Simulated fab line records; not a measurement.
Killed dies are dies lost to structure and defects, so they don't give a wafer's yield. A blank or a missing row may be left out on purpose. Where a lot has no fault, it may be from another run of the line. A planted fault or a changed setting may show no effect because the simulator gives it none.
fab line records	flow nand-harc
record lots=24	wafers=72	last-day=34
route steps=1302 shown A_CHANNEL_FILL_D2@633 A_STAIRCASE@639
lots untouched by any fault: they come from a run of this same line in which no faults occurred
start-h: the number of hours between the record's first day and the start of the first shown wafer of the lot	wait-h: how many hours have passed since the lot's step before this one	" as in the row above	L1.1+2: a row that stands for several wafers	- either no value or no given start	* or withheld: withheld	< > ~ a bound
route shown NAME@n: NAME is a module with steps in the file, n the number in the route of the first one	usual: mean/standard deviation taken from wafers without a fault	same: alike in all rows	chamber/n: place in a boat	sites: the reading at each site	_std_site: the values' standard deviation	_edge_site: inner sites' mean taken away from outer sites' mean	radius-mm: for every site, how far away it sits from the centre of the wafer	mask NAME#n: copy n	behind: the last tool/chamber to shape the wafer	hold: reason for holding the lot/hours on hold/outcome of the hold	device: the transistor (n, p or np) that didn't switch	end of line: the same wafers' tests at the end of the route	step lacking rows: just its recipe	killed: dies lost to structure and defects at the first sort, not the wafer's yield	map: per-die view of a wafer (x killed, . not killed, _ where there is no die)
set.NAME: setting as actually run; set.NAME@STEP: the setting as run at that earlier step	model.NAME: the simulator's own value behind a step, which no gauge read
a sample of lots followed through the steps of the route, with each step as a table and each wafer as a row
services: a tool's chamber out of use, with start hour (start-h, from the record's first day; less than 0 if before it), hours out, and reason
## steps
# step NHARC_A_CHANNEL_FILL_D2_CMP_10
# recipe target-thk-nm=150
# usual motor-current-A=12.5/1.1	time-to-endpoint-s=14.2/2.2
lot.wafer	tool	chamber	start-h	wait-h	motor-current-A	time-to-endpoint-s
L074.3	cmp-01	0	337.59	0.4	12.9	11.0
L074.2	"	1	"	"	13.0	13.6
L074.1	"	3	"	"	14.7	14.5
L075.2	cmp-02	2	366.00	0.4	12.8	12.4
L075.3	"	3	"	"	12.7	13.7
L075.6	"	1	"	"	13.0	14.5
L076.1	cmp-04	2	366.03	0.4	12.7	15.2
L076.5	"	3	"	"	12.6	17.0
L076.6	"	0	"	"	10.7	17.0
L078.3	cmp-02	2	379.42	0.4	13.5	13.4
L078.6	"	2	"	"	13.3	11.1
L078.5	"	3	"	"	12.1	13.9
L077.3	cmp-01	2	388.25	0.4	11.0	14.6
L077.4	"	3	"	"	14.3	15.0
L077.5	"	1	"	"	12.7	12.4
L079.1	cmp-02	0	388.27	0.4	11.4	11.2
L079.6	"	1	"	"	13.2	15.0
L079.5	"	2	"	"	14.6	10.4
L081.2	cmp-02	3	407.28	0.4	12.1	11.8
L081.3	"	0	"	"	11.3	12.4
L081.4	"	1	"	"	12.2	17.2
L080.4	cmp-02	0	415.35	0.4	11.4	13.9
L080.1	"	1	"	"	12.3	16.3
L080.5	"	3	"	"	12.1	12.2
L082.3	cmp-02	3	434.85	0.4	12.2	13.1
L082.2	"	1	"	"	12.2	16.5
L082.5	"	3	"	"	12.4	15.2
L084.2	cmp-01	0	434.89	0.4	11.9	14.6
L084.1	"	1	"	"	12.8	12.6
L084.6	"	3	"	"	15.0	12.0
L083.1	cmp-04	3	447.14	0.4	12.9	15.9
L083.2	"	0	"	"	11.4	18.5
L083.4	"	1	"	"	12.7	18.9
L085.4	cmp-04	2	453.12	0.4	12.7	12.9
L085.2	"	0	"	"	10.8	15.9
L085.5	"	3	"	"	13.5	12.6
L086.4	cmp-01	1	453.12	0.4	12.3	12.1
L086.1	"	0	"	"	11.8	13.8
L086.5	"	2	"	"	11.2	11.8
L087.3	cmp-02	3	473.58	0.4	13.0	13.7
L087.1	"	1	"	"	12.4	18.0
L087.2	"	2	"	"	13.1	10.8
L089.1	cmp-01	1	504.84	0.4	12.5	17.1
L089.3	"	3	"	"	14.8	17.5
L089.5	"	1	"	"	12.5	14.3
L091.1	cmp-02	1	504.84	0.4	12.6	12.5
L091.2	"	2	"	"	13.1	6.0
L091.6	"	2	"	"	13.5	8.8
L088.2	cmp-01	2	504.99	0.5	11.4	16.6
L088.3	"	1	"	"	12.8	14.5
L088.5	"	3	"	"	15.2	13.7
L090.3	cmp-02	0	509.14	0.4	10.9	13.6
L090.4	"	2	"	"	13.8	12.2
L090.5	"	3	"	"	12.7	14.1
L092.2	cmp-02	2	532.43	0.4	14.3	13.4
L092.6	"	1	"	"	12.3	13.2
L092.5	"	2	"	"	13.9	12.6
L094.1	cmp-04	1	548.87	0.4	13.1	17.9
L094.3	"	3	"	"	12.5	15.5
L094.4	"	0	"	"	10.9	17.0
L093.1	cmp-01	2	548.92	0.4	11.0	17.2
L093.4	"	3	"	"	15.1	15.9
L093.5	"	1	"	"	13.2	16.2
L095.2	cmp-02	3	552.46	0.4	12.1	15.5
L095.3	"	1	"	"	13.2	16.0
L095.6	"	3	"	"	12.7	15.0
L096.4	cmp-04	1	574.99	0.4	12.8	13.5
L096.6	"	3	"	"	13.1	14.7
L096.5	"	0	"	"	10.8	13.2
L097.4	cmp-04	2	595.94	0.4	12.4	14.2
L097.1	"	3	"	"	13.3	11.5
L097.2	"	0	"	"	10.9	14.0
# step NHARC_A_CHANNEL_FILL_D2_RTA_24
# recipe temp-c=1000	time-s=5
# usual lamp-power-pct=30/4.3	lamp_zone_2_pct=30/4.3	wafer_temp_C_max=1004.1/0.8
lot.wafer	tool	chamber	start-h	wait-h	lamp-power-pct	lamp_zone_2_pct	wafer_temp_C_max
L074.1	rtp-anneal-02	0	338.00	0.0	34	34	1004.2
L074.2	"	0	"	"	34	34	1003.6
L074.3	"	0	"	"	34	34	1003.4
L076.1	rtp-anneal-01	0	366.37	0.0	26	25	1003.7
L076.5	"	0	"	"	25	26	1002.4
L076.6	"	0	"	"	26	26	1005.3
L075.2	rtp-anneal-02	0	366.40	0.1	34	34	1004.1
L075.3	"	0	"	"	34	34	1004.1
L075.6	"	0	"	"	34	34	1003.2
L078.3	rtp-anneal-02	0	379.89	0.1	34	34	1003.2
L078.5	"	0	"	"	34	34	1003.4
L078.6	"	0	"	"	34	34	1003.8
L079.1	rtp-anneal-01	0	388.64	0.0	25	26	1003.1
L079.5	"	0	"	"	26	25	1004.2
L079.6	"	0	"	"	26	25	1003.9
L077.3	rtp-anneal-02	0	388.67	0.1	34	34	1003.8
L077.4	"	0	"	"	34	34	1003.4
L077.5	"	0	"	"	34	34	1004.4
L081.2	rtp-anneal-02	0	407.70	0.1	34	34	1005.3
L081.3	"	0	"	"	34	34	1006.1
L081.4	"	0	"	"	34	34	1004.3
L080.1	rtp-anneal-01	0	415.74	0.0	26	25	1002.6
L080.4	"	0	"	"	25	25	1003.6
L080.5	"	0	"	"	26	25	1004.2
L084.1	rtp-anneal-02	0	435.26	0.0	34	34	1003.9
L084.2	"	0	"	"	34	34	1003.9
L084.6	"	0	"	"	34	34	1004.5
L082.2	rtp-anneal-01	0	435.30	0.1	25	26	1004.1
L082.3	"	0	"	"	25	26	1004.3
L082.5	"	0	"	"	25	26	1005.4
L083.1	rtp-anneal-01	0	447.55	0.0	26	26	1003.3
L083.2	"	0	"	"	26	25	1004.6
L083.4	"	0	"	"	25	26	1004.6
L086.1	rtp-anneal-02	0	453.54	0.0	34	34	1002.9
L086.4	"	0	"	"	34	34	1004.1
L086.5	"	0	"	"	34	34	1003.7
L085.2	rtp-anneal-01	0	453.57	0.1	26	26	1003.5
L085.4	"	0	"	"	26	26	1002.6
L085.5	"	0	"	"	26	26	1003.1
L087.1	rtp-anneal-01	0	473.99	0.0	26	26	1004.0
L087.2	"	0	"	"	26	26	1003.9
L087.3	"	0	"	"	25	26	1003.2
L089.1	rtp-anneal-02	0	505.26	0.0	34	34	1005.2
L089.3	"	0	"	"	34	34	1005.0
L089.5	"	0	"	"	34	34	1003.5
L091.1	rtp-anneal-01	0	505.26	0.0	26	26	1005.6
L091.2	"	0	"	"	26	26	1004.6
L091.6	"	0	"	"	26	25	1004.3
L088.2	rtp-anneal-02	0	505.45	0.1	34	34	1004.1
L088.3	"	0	"	"	34	34	1004.6
L088.5	"	0	"	"	34	34	1005.5
L090.3	rtp-anneal-01	0	509.59	0.1	25	26	1004.2
L090.4	"	0	"	"	26	25	1004.4
L090.5	"	0	"	"	25	25	1004.0
L092.2	rtp-anneal-02	0	532.86	0.1	34	34	1003.5
L092.5	"	0	"	"	34	34	1003.4
L092.6	"	0	"	"	34	34	1006.2
L093.1	rtp-anneal-02	0	549.28	0.0	34	34	1004.0
L093.4	"	0	"	"	34	34	1003.5
L093.5	"	0	"	"	34	34	1005.3
L094.1	rtp-anneal-01	0	549.28	0.0	25	25	1005.1
L094.3	"	0	"	"	26	25	1004.7
L094.4	"	0	"	"	25	26	1003.6
L095.2	rtp-anneal-02	0	552.90	0.1	34	34	1003.1
L095.3	"	0	"	"	34	34	1004.3
L095.6	"	0	"	"	34	34	1003.8
L096.4	rtp-anneal-02	0	575.44	0.1	34	34	1003.8
L096.5	"	0	"	"	34	34	1005.1
L096.6	"	0	"	"	34	34	1003.2
L097.1	rtp-anneal-01	0	596.35	0.0	25	25	1003.1
L097.2	"	0	"	"	26	25	1003.9
L097.4	"	0	"	"	25	26	1003.0
# step NHARC_A_STAIRCASE_DEP_156
# recipe target-thk-a=500	temp-c=400	target-thk-nm=50	flow-sccm=200	rf-w=450	material=SiNx
# usual heater-power-w=727/84
lot.wafer	tool	chamber	start-h	wait-h	heater-power-w	since-wet-clean-h
L074.1	pecvd-02	0	338.27	0.1	875	97
L074.3	"	1	"	"	739	97
L074.2	"	2	"	"	687	97
L075.3	pecvd-04	2	366.67	0.1	812	85
L075.2	"	0	"	"	857	85
L075.6	"	1	"	"	806	-
L076.1	pecvd-01	2	366.91	0.2	651	43
L076.6	"	0	"	"	676	-
L076.5	"	1	"	"	803	-
L078.3	pecvd-04	0	380.10	0.1	772	98
L078.5	"	1	"	"	707	-
L078.6	"	2	"	"	767	-
L077.3	pecvd-01	2	388.93	0.1	555	65
L077.4	"	0	"	"	692	-
L077.5	"	1	"	"	760	-
L079.1	pecvd-04	1	388.97	0.1	829	107
L079.5	"	2	"	"	747	-
L079.6	"	0	"	"	888	-
L081.2	pecvd-01	2	407.97	0.1	661	84
L081.3	"	0	"	"	665	84
L081.4	"	0	"	"	671	-
L080.1	pecvd-04	2	416.01	0.1	778	134
L080.4	"	0	"	"	867	-
L080.5	"	1	"	"	715	-
L084.2	pecvd-01	1	436.03	0.6	678	112
L084.1	"	0	"	"	694	112
L084.6	"	0	"	"	688	-
L082.2	pecvd-01	0	436.20	0.7	704	112
L082.3	"	1	"	"	740	112
L082.5	"	2	"	"	539	-
L083.1	pecvd-01	2	447.85	0.1	581	124
L083.2	"	0	"	"	685	124
L083.4	"	2	"	"	586	-
L085.2	pecvd-02	1	453.81	0.1	669	32
L085.5	"	1	"	"	656	-
L085.4	"	0	"	"	826	-
L086.1	pecvd-01	0	453.86	0.1	661	130
L086.4	"	1	"	"	799	-
L086.5	"	2	"	"	651	-
L087.3	pecvd-02	1	474.26	0.1	700	52
L087.1	"	2	"	"	675	52
L087.2	"	0	"	"	815	52
L089.3	pecvd-04	0	505.52	0.1	819	42
L089.1	"	2	"	"	789	43
L089.5	"	0	"	"	799	-
L091.1	pecvd-01	1	505.56	0.1	613	1
L091.2	"	2	"	"	618	1
L091.6	"	2	"	"	602	-
L088.2	pecvd-04	0	505.72	0.1	735	43
L088.3	"	1	"	"	716	43
L088.5	"	1	"	"	757	-
L090.3	pecvd-01	1	509.80	0.1	718	5
L090.4	"	1	"	"	700	-
L090.5	"	2	"	"	547	-
L092.2	pecvd-01	1	533.15	0.1	732	28
L092.5	"	2	"	"	584	-
L092.6	"	1	"	"	732	-
L093.1	pecvd-01	2	549.57	0.1	529	45
L093.5	"	1	"	"	737	-
L093.4	"	0	"	"	707	-
L094.3	pecvd-04	1	549.57	0.1	711	87
L094.1	"	2	"	"	725	87
L094.4	"	1	"	"	719	-
L095.2	pecvd-02	0	553.13	0.1	905	131
L095.3	"	1	"	"	790	131
L095.6	"	1	"	"	780	-
L096.5	pecvd-02	1	575.71	0.1	767	-
L096.6	"	2	"	"	683	-
L096.4	"	0	"	"	915	-
L097.2	pecvd-04	1	596.63	0.1	834	134
L097.1	"	0	"	"	790	134
L097.4	"	0	"	"	794	-
# step NHARC_A_STAIRCASE_TRIM_193
# recipe time-s=211.2	o2-flow-sccm=500	ar-flow-sccm=0	bias-w=0	chemistry=O2
# usual drypump-motor-current-A=5.9/0.44	oes-product-au=1.001/0.0078	rf-vpp-V=57.9/0.84	showerhead-plenum-p-Torr=3.53/0.15	throttle-valve-pct=17.038/0.0093
lot.wafer	tool	chamber	start-h	wait-h	drypump-motor-current-A	oes-product-au	rf-hours-counter-h	rf-vpp-V	showerhead-plenum-p-Torr	throttle-valve-pct
L074.2	rie-diel-04	0	-	-	5.4	1.008	49	57.1	3.46	17.041
L074.1	"	1	"	"	6.4	1.012	54	58.3	3.52	17.046
L074.3	"	2	"	"	6.0	1.012	52	57.5	3.36	17.035
L075.3	rie-diel-04	3	-	-	5.7	0.991	1	57.2	3.34	17.038
L075.2	"	0	"	"	5.4	1.006	1	58.2	3.46	17.037
L075.6	"	3	"	"	5.7	1.006	-	60.6	3.34	17.030
L076.1	rie-diel-10	0	-	-	5.9	1.004	38	56.9	3.54	17.032
L076.5	"	3	"	"	5.4	1.002	-	57.7	3.57	17.035
L076.6	"	0	"	"	5.9	1.002	-	57.6	3.54	17.036
L078.3	rie-diel-10	1	-	-	5.8	0.994	44	58.1	3.74	17.054
L078.5	"	1	"	"	5.9	0.997	-	58.1	3.74	17.050
L078.6	"	2	"	"	6.3	1.003	-	56.7	3.40	17.019
L077.4	rie-diel-04	3	-	-	5.7	0.999	15	57.2	3.33	17.054
L077.3	"	0	"	"	5.4	0.986	13	57.0	3.45	17.033
L077.5	"	3	"	"	5.7	0.998	-	56.4	3.33	17.037
L079.1	rie-diel-10	0	-	-	5.9	1.001	44	57.4	3.54	17.040
L079.6	"	2	"	"	6.3	1.002	-	58.5	3.39	17.037
L079.5	"	3	"	"	5.4	0.997	-	58.2	3.56	17.054
L081.4	rie-diel-03	3	-	-	6.0	1.009	46	57.9	3.63	17.034
L081.2	"	1	"	"	5.2	0.998	42	57.6	3.78	17.039
L081.3	"	2	"	"	6.9	0.992	37	56.8	3.61	17.026
L080.1	rie-diel-04	2	-	-	6.0	1.007	23	55.9	3.35	17.057
L080.4	"	0	"	"	5.4	1.000	24	57.3	3.45	17.034
L080.5	"	2	"	"	6.0	1.006	-	57.5	3.35	17.065
L084.1	rie-diel-04	1	-	-	6.4	0.995	25	58.6	3.51	17.038
L084.2	"	3	"	"	5.7	0.997	30	56.5	3.32	17.041
L084.6	"	1	"	"	6.4	1.010	-	57.1	3.51	17.050
L082.2	rie-diel-03	0	-	-	6.1	0.993	56	58.2	3.78	17.049
L082.3	"	2	"	"	6.9	0.998	44	56.9	3.60	17.035
L082.5	"	1	"	"	5.2	0.985	-	58.3	3.78	17.056
L083.2	rie-diel-10	2	-	-	6.4	1.008	7	56.3	3.38	17.049
L083.1	"	3	"	"	5.4	1.000	7	59.2	3.55	17.025
L083.4	"	1	"	"	5.8	1.006	-	59.5	3.73	17.055
L086.1	rie-diel-10	0	-	-	5.9	1.004	1	56.4	3.53	17.028
L086.4	"	1	"	"	5.9	0.995	16	58.2	3.73	17.030
L086.5	"	3	"	"	5.3	0.997	-	58.1	3.55	17.030
L085.2	rie-diel-10	3	-	-	5.3	1.007	17	58.2	3.55	17.047
L085.4	"	1	"	"	5.8	0.995	17	59.2	3.73	17.044
L085.5	"	2	"	"	6.4	0.993	-	57.7	3.38	17.058
L087.2	rie-diel-04	0	-	-	5.4	0.997	47	57.5	3.44	17.033
L087.3	"	1	"	"	6.4	1.004	45	59.3	3.50	17.037
L087.1	"	2	"	"	6.0	0.993	31	58.5	3.35	17.044
L091.2	rie-diel-03	1	-	-	5.2	0.994	14	58.5	3.77	17.034
L091.1	"	2	"	"	6.8	1.002	7	57.3	3.60	17.019
L091.6	"	2	"	"	6.8	1.000	-	58.5	3.60	17.055
L089.3	rie-diel-10	1	-	-	5.9	1.003	28	58.5	3.72	17.040
L089.1	"	2	"	"	6.3	1.011	28	57.6	3.37	17.035
L089.5	"	0	"	"	5.9	1.019	-	58.1	3.53	17.049
L088.2	rie-diel-10	3	-	-	5.4	0.997	28	58.8	3.54	17.037
L088.3	"	2	"	"	6.4	1.002	28	56.8	3.37	17.032
L088.5	"	3	"	"	5.3	1.008	-	57.6	3.54	17.039
L090.3	rie-diel-10	0	-	-	5.9	1.012	14	57.8	3.53	17.047
L090.4	"	1	"	"	5.8	1.010	29	58.3	3.72	17.048
L090.5	"	0	"	"	5.9	1.013	-	58.8	3.53	17.051
L092.2	rie-diel-04	1	-	-	6.4	1.005	0	56.3	3.49	17.041
L092.6	"	3	"	"	5.7	1.002	-	56.7	3.31	17.035
L092.5	"	0	"	"	5.4	1.009	-	57.6	3.43	17.043
L093.1	rie-diel-04	3	-	-	5.8	1.001	5	58.0	3.30	17.022
L093.4	"	0	"	"	5.4	0.994	5	57.3	3.43	17.027
L093.5	"	0	"	"	5.4	1.002	-	56.9	3.43	17.029
L094.4	rie-diel-03	3	-	-	6.1	0.999	32	57.1	3.60	17.030
L094.3	"	0	"	"	6.1	0.991	28	58.8	3.75	17.033
L094.1	"	1	"	"	5.2	0.991	32	58.9	3.76	17.038
L095.2	rie-diel-03	2	-	-	6.8	0.999	26	58.3	3.58	17.033
L095.3	"	0	"	"	6.2	0.980	29	57.8	3.75	17.023
L095.6	"	2	"	"	6.8	0.999	-	58.1	3.58	17.039
L096.4	rie-diel-03	0	-	-	6.1	0.978	39	58.8	3.75	17.037
L096.6	"	0	"	"	6.1	0.990	-	58.7	3.75	17.049
L096.5	"	1	"	"	5.2	0.989	-	58.9	3.75	17.046
L097.1	rie-diel-04	3	-	-	5.7	0.994	16	57.3	3.30	17.028
L097.2	"	0	"	"	5.4	1.012	21	58.3	3.42	17.041
L097.4	"	1	"	"	6.4	1.007	22	58.9	3.48	17.035
# step NHARC_A_STAIRCASE_ETCH_197
# recipe target-depth-a=1000	time-s=40.5	ion-energy-ev=400	c4f8-flow-sccm=20	o2-flow-sccm=10	ar-flow-sccm=withheld	rf-w=600	bias-w=1000	chemistry=C4F8/O2
# usual oes-product-au=0.954/0.017	rf-vpp-V=898/5.4
lot.wafer	tool	chamber	start-h	wait-h	oes-product-au	rf-hours-counter-h	rf-vpp-V
L074.1	rie-diel-04	2	-	-	0.955	52	889
L074.2	"	3	"	"	0.956	56	889
L074.3	"	1	"	"	0.935	54	895
L075.3	rie-diel-04	0	-	-	0.954	5	892
L075.2	"	1	"	"	0.953	4	895
L075.6	"	1	"	"	0.939	-	897
L076.1	rie-diel-03	0	-	-	0.967	33	905
L076.5	"	1	"	"	0.967	-	906
L076.6	"	2	"	"	0.968	-	900
L078.3	rie-diel-10	3	-	-	0.958	46	897
L078.6	"	0	"	"	0.946	-	898
L078.5	"	1	"	"	0.947	-	905
L077.4	rie-diel-03	3	-	-	0.975	42	901
L077.3	"	1	"	"	0.970	37	906
L077.5	"	3	"	"	0.969	-	900
L079.1	rie-diel-04	3	-	-	0.966	16	888
L079.6	"	0	"	"	0.998	-	893
L079.5	"	1	"	"	0.988	-	896
L081.2	rie-diel-03	0	-	-	0.932	47	906
L081.3	"	1	"	"	0.945	42	905
L081.4	"	2	"	"	0.943	37	897
L080.1	rie-diel-03	1	-	-	0.968	46	907
L080.4	"	3	"	"	0.966	52	900
L080.5	"	1	"	"	0.973	-	905
L084.1	rie-diel-04	1	-	-	0.946	25	895
L084.2	"	2	"	"	0.936	28	891
L084.6	"	2	"	"	0.943	-	890
L082.2	rie-diel-10	1	-	-	0.965	5	904
L082.3	"	2	"	"	0.965	5	892
L082.5	"	1	"	"	0.970	-	903
L083.4	rie-diel-03	2	-	-	0.957	49	898
L083.1	"	3	"	"	0.984	60	899
L083.2	"	0	"	"	0.958	62	905
L086.1	rie-diel-10	1	-	-	0.936	16	902
L086.4	"	2	"	"	0.932	16	890
L086.5	"	2	"	"	0.939	-	892
L085.4	rie-diel-03	1	-	-	0.950	0	905
L085.2	"	2	"	"	0.989	0	900
L085.5	"	0	"	"	0.952	-	905
L087.2	rie-diel-10	1	-	-	0.926	21	904
L087.3	"	2	"	"	0.927	22	891
L087.1	"	3	"	"	0.928	21	896
L091.2	rie-diel-03	1	-	-	0.940	14	904
L091.1	"	0	"	"	0.937	12	904
L091.6	"	1	"	"	0.943	-	904
L089.3	rie-diel-10	1	-	-	0.940	28	904
L089.1	"	3	"	"	0.950	28	896
L089.5	"	0	"	"	0.949	-	897
L088.3	rie-diel-04	1	-	-	0.983	55	896
L088.2	"	3	"	"	0.958	57	888
L088.5	"	1	"	"	0.980	-	894
L090.4	rie-diel-03	2	-	-	0.959	8	900
L090.3	"	1	"	"	0.956	16	905
L090.5	"	3	"	"	0.990	-	898
L092.2	rie-diel-10	0	-	-	0.960	22	897
L092.6	"	1	"	"	0.946	-	902
L092.5	"	2	"	"	0.946	-	889
L093.4	rie-diel-04	2	-	-	0.955	7	889
L093.1	"	0	"	"	0.953	5	892
L093.5	"	3	"	"	0.938	-	888
L094.3	rie-diel-03	1	-	-	0.949	32	905
L094.1	"	3	"	"	0.951	32	897
L094.4	"	0	"	"	0.922	28	905
L095.3	rie-diel-03	3	-	-	0.957	33	899
L095.2	"	0	"	"	0.918	29	904
L095.6	"	3	"	"	0.960	-	899
L096.4	rie-diel-10	0	-	-	0.942	38	894
L096.6	"	0	"	"	0.935	-	895
L096.5	"	1	"	"	0.937	-	903
L097.2	rie-diel-03	3	-	-	0.941	44	899
L097.4	"	0	"	"	0.935	43	904
L097.1	"	1	"	"	0.951	47	903
# step NHARC_A_STAIRCASE_ETCH_201
# recipe target-depth-a=1000	time-s=40.5	ion-energy-ev=400	c4f8-flow-sccm=20	o2-flow-sccm=10	ar-flow-sccm=withheld	rf-w=600	bias-w=1000	chemistry=C4F8/O2
# usual oes-product-au=0.948/0.01	rf-vpp-V=898/5.5
lot.wafer	tool	chamber	start-h	wait-h	oes-product-au	rf-hours-counter-h	rf-vpp-V
L074.2	rie-diel-04	1	-	-	0.933	54	896
L074.1	"	3	"	"	0.950	57	889
L074.3	"	0	"	"	0.933	49	894
L075.3	rie-diel-04	1	-	-	0.948	4	895
L075.2	"	0	"	"	0.957	6	893
L075.6	"	1	"	"	0.947	-	895
L076.1	rie-diel-03	2	-	-	0.947	29	901
L076.5	"	3	"	"	0.966	-	900
L076.6	"	0	"	"	0.945	-	905
L078.3	rie-diel-10	0	-	-	0.939	42	895
L078.6	"	0	"	"	0.941	-	897
L078.5	"	1	"	"	0.953	-	902
L077.3	rie-diel-03	3	-	-	0.964	42	900
L077.4	"	0	"	"	0.940	42	906
L077.5	"	3	"	"	0.956	-	899
L079.1	rie-diel-04	2	-	-	0.952	14	888
L079.6	"	3	"	"	0.941	-	888
L079.5	"	0	"	"	0.964	-	893
L081.4	rie-diel-03	0	-	-	0.937	48	904
L081.3	"	2	"	"	0.945	37	898
L081.2	"	3	"	"	0.950	47	900
L080.4	rie-diel-03	3	-	-	0.949	53	899
L080.1	"	1	"	"	0.953	46	905
L080.5	"	3	"	"	0.949	-	900
L084.1	rie-diel-04	2	-	-	0.964	28	889
L084.2	"	3	"	"	0.957	31	889
L084.6	"	1	"	"	0.949	-	896
L082.2	rie-diel-10	2	-	-	0.956	5	891
L082.3	"	1	"	"	0.951	5	902
L082.5	"	1	"	"	0.948	-	904
L083.2	rie-diel-03	0	-	-	0.943	62	904
L083.1	"	2	"	"	0.965	49	899
L083.4	"	3	"	"	0.944	60	900
L086.1	rie-diel-10	0	-	-	0.946	1	897
L086.4	"	1	"	"	0.950	17	903
L086.5	"	0	"	"	0.942	-	897
L085.4	rie-diel-03	2	-	-	0.943	0	898
L085.2	"	0	"	"	0.943	1	903
L085.5	"	2	"	"	0.942	-	899
L087.1	rie-diel-10	3	-	-	0.943	22	897
L087.3	"	0	"	"	0.962	6	896
L087.2	"	1	"	"	0.945	22	904
L091.2	rie-diel-03	1	-	-	0.932	15	905
L091.1	"	0	"	"	0.936	12	904
L091.6	"	1	"	"	0.926	-	905
L089.3	rie-diel-10	1	-	-	0.943	29	902
L089.1	"	2	"	"	0.945	28	889
L089.5	"	1	"	"	0.946	-	905
L088.3	rie-diel-04	2	-	-	0.955	39	889
L088.2	"	3	"	"	0.951	57	888
L088.5	"	2	"	"	0.946	-	888
L090.3	rie-diel-03	2	-	-	0.937	9	898
L090.4	"	1	"	"	0.954	16	905
L090.5	"	2	"	"	0.955	-	898
L092.2	rie-diel-10	3	-	-	0.934	41	896
L092.5	"	1	"	"	0.940	-	903
L092.6	"	2	"	"	0.943	-	889
L093.4	rie-diel-04	1	-	-	0.947	7	893
L093.1	"	3	"	"	0.937	6	887
L093.5	"	1	"	"	0.961	-	896
L094.1	rie-diel-03	1	-	-	0.941	32	905
L094.4	"	2	"	"	0.951	26	897
L094.3	"	0	"	"	0.938	28	903
L095.3	rie-diel-03	3	-	-	0.963	33	899
L095.2	"	1	"	"	0.931	33	904
L095.6	"	0	"	"	0.938	-	906
L096.4	rie-diel-10	0	-	-	0.937	38	895
L096.6	"	0	"	"	0.948	-	896
L096.5	"	1	"	"	0.946	-	903
L097.1	rie-diel-03	0	-	-	0.923	43	904
L097.4	"	1	"	"	0.944	48	904
L097.2	"	2	"	"	0.965	38	897
## services
tool	chamber	start-h	hours	kind
rie-diel-10	0	318.55	4.5	repair
pecvd-01	1	326.25	2.4	repair
cmp-02	-	330.60	4.0	pm
rie-diel-03	2	333.37	8.2	repair
rie-diel-04	-	355.03	9.0	pm
rtp-anneal-01	-	372.00	12.0	pm
rie-diel-10	1	378.57	7.1	repair
rie-diel-03	2	388.47	3.9	repair
pecvd-01	-	414.78	1.0	repair
rie-diel-10	-	421.20	9.0	pm
rie-diel-04	3	426.47	1.7	repair
cmp-02	-	428.60	4.0	pm
pecvd-01	-	441.31	4.2	repair
rie-diel-04	2	445.86	34.0	repair
rie-diel-03	-	460.74	9.0	pm
rie-diel-03	0	475.38	9.6	repair
cmp-02	-	477.25	0.8	repair
rie-diel-03	2	490.23	16.0	repair
pecvd-01	-	492.00	13.0	pm
rie-diel-04	0	505.96	4.3	repair
rie-diel-04	2	523.84	18.4	repair
cmp-02	-	526.60	4.0	pm
rie-diel-04	-	532.03	9.0	pm
rie-diel-10	-	598.20	9.0	pm
## key
fault none
